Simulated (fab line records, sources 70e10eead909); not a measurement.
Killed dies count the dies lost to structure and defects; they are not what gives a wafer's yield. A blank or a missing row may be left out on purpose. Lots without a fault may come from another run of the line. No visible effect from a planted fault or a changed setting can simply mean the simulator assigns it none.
A struck lot beside a sound one / flow nand-harc / 13 out of 1159 route steps
Sound: these wafers, L610.1, L610.3, L610.5. Wafers L605.4, L605.5, L605.6 were the ones struck. The cause is given at the end.
Each step with rows lists, per side, the tool, then ch with its chambers, then its first start. Under that, the readings that differ: sound wafers / struck wafers / difference of the means / sigmas: that difference in standard deviations of wafers without a fault.
alike: readings whose means differ by less than 2 such deviations, and words and numbers that are the same on both sides. not compared: withheld readings, readings that some wafer has no value for, bounds like >300 that may hide the same value, and numbers for which the record gives no deviation and whose values overlap.
A row with sigmas, a row that says differs or no value, or rows on one side alone: a step with any of these is where the two part. Numbers that have no deviation but don't overlap get no sigmas and don't part them. A reading missing from all wafers of one side parts the sides only when that side holds two or more wafers.

NHARC_P_CONTACT_CMP_24: polishes, t overpolish 30 s, target thk 200 nm.
  sound on cmp-01 ch 1,2, day 9 21:00; struck on cmp-01 ch 0,1, day 8 03:40
  alike: motor-current-A, overpolish-run-s, time-to-endpoint-s
following that, these wafers have no rows for 1 step: NHARC_P_CONTACT_SRD_26.
NHARC_P_CONTACT_INSPECT_27:
  struck on defect-inspect-02, day 8 04:02; sound on defect-inspect-02, day 9 21:24
  alike: raw-defect-count
then, 8 steps without rows for these wafers: NHARC_P_M0_DEP_00 (deposits SiOC, target thk 150 nm); NHARC_P_M0_DEHYDRATE_01 (time 120 s); NHARC_P_M0_HMDS_02 (time 30 s); NHARC_P_M0_COAT_33 (time 65 s); NHARC_P_M0_COAT_03 (resist thk 90 nm); NHARC_P_M0_SOFTBAKE_04 (time 55 s); NHARC_P_M0_EBR_05; NHARC_P_M0_EXPOSE_06 (exposes mask P M0, target cd 90 nm).
NHARC_P_M0_PEB_07: peb time 65 s.
  sound on litho-track-06 ch 0, day 9 22:05; struck on litho-track-01 ch 0, day 8 04:52
reading=heater-power-total-W (W); sound=157.2 156.9 156.8; struck=148.5 148.9 149.7; difference=-7.9; sigmas=-20
reading=plate-temp-C (C); sound=100.20 100.14 100.16; struck=96.39 96.35 96.36; difference=-3.80; sigmas=-27
  alike: chill-plate-temp-C
then, 1 step without rows for these wafers: NHARC_P_M0_DEVELOP_08 (develop time 35 s).

WHERE THEY PART
Within this record, at NHARC_P_M0_PEB_07 only.

WHY: what had been put in by the simulator
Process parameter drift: litho-track-01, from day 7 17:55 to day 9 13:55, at NHARC_P_M0_PEB_07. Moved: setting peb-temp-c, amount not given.
